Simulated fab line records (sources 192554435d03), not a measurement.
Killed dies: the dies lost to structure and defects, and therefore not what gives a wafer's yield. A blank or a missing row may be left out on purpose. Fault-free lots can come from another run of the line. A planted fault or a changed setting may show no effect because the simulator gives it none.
Chamber matching | flow n5Finfet | cmp-02 running N5_BEOL_M11_CMP_52: 4 sister chambers
The step polishes, stops on SiCOH lowk, t overpolish 7 s, target thk 140 nm. 14 wafers are shown with their chamber, then 7 later ones without.

== EACH WAFER AND ITS CHAMBER ==
wafer  | chamber | motorCurrentA (A) | timeToEndpointS (s) | barrierFieldEndpointS (s)
L076.2 | 3       | 6.6               | 67                  | 29.2
L076.3 | 1       | 6.1               | 60                  | 28.4
L076.4 | 2       | 5.1               | 70                  | 29.2
L077.3 | 0       | 7.6               | 58                  | 27.7
L077.4 | 1       | 6.3               | 62                  | 28.7
L077.5 | 2       | 5.1               | 71                  | 29.2
L089.3 | 0       | 7.3               | 58                  | 27.9
L089.5 | 0       | 7.6               | 61                  | 28.4
L089.6 | 1       | 6.3               | 64                  | 28.7
L090.1 | 1       | 6.1               | 65                  | 27.4
L090.4 | 2       | 5.1               | 71                  | 29.8
L090.5 | 0       | 7.6               | 64                  | 28.0
L092.1 | 0       | 7.8               | 59                  | 27.3
L092.4 | 1       | 6.1               | 60                  | 28.2

SIGNATURES, as means of the wafers listed above
reading               | chamber 0 | chamber 1 | chamber 2 | chamber 3 | scatter within a chamber
motorCurrentA         | 7.580     | 6.180     | 5.100     | 6.600     | 0.133
timeToEndpointS       | 60.00     | 62.20     | 70.67     | 67.00     | 2.18
barrierFieldEndpointS | 27.860    | 28.280    | 29.400    | 29.200    | 0.452
Rule: for a wafer and a chamber, the distance is found by dividing, reading by reading, the gap between the wafer's reading and the chamber's mean by the reading's scatter, squaring, summing and taking the root. If the next closest chamber is less than 2 further off than the closest, the wafer can't be placed; otherwise it belongs to the closest. The scatter: take each reading less its chamber's mean, square it, sum over the shown wafers, divide by the number of wafers less the number of chambers, and take the root.

== WAFERS MISSING THEIR CHAMBER ==
wafer  | motorCurrentA (A) | timeToEndpointS (s) | barrierFieldEndpointS (s)
L092.6 | 7.7               | 58                  | 28.4
L094.3 | 4.9               | 68                  | 29.8
L094.4 | 7.9               | 63                  | 28.9
L094.6 | 5.2               | 68                  | 29.3
L097.3 | 6.8               | 66                  | 28.5
L097.4 | 5.5               | 72                  | 30.1
L097.6 | 5.2               | 73                  | 29.8

== CHAMBER TAKEN BY EACH ==
wafer  | from the rows above | in truth
L092.6 | 0                   | 0
L094.3 | 2                   | 2
L094.4 | 0                   | 0
L094.6 | 2                   | 2
L097.3 | 3                   | 3
L097.4 | 2                   | 2
L097.6 | 2                   | 2
Correctly placed: 7 of 7. Can't be placed from these rows: 0. Number placed wrongly: 0.
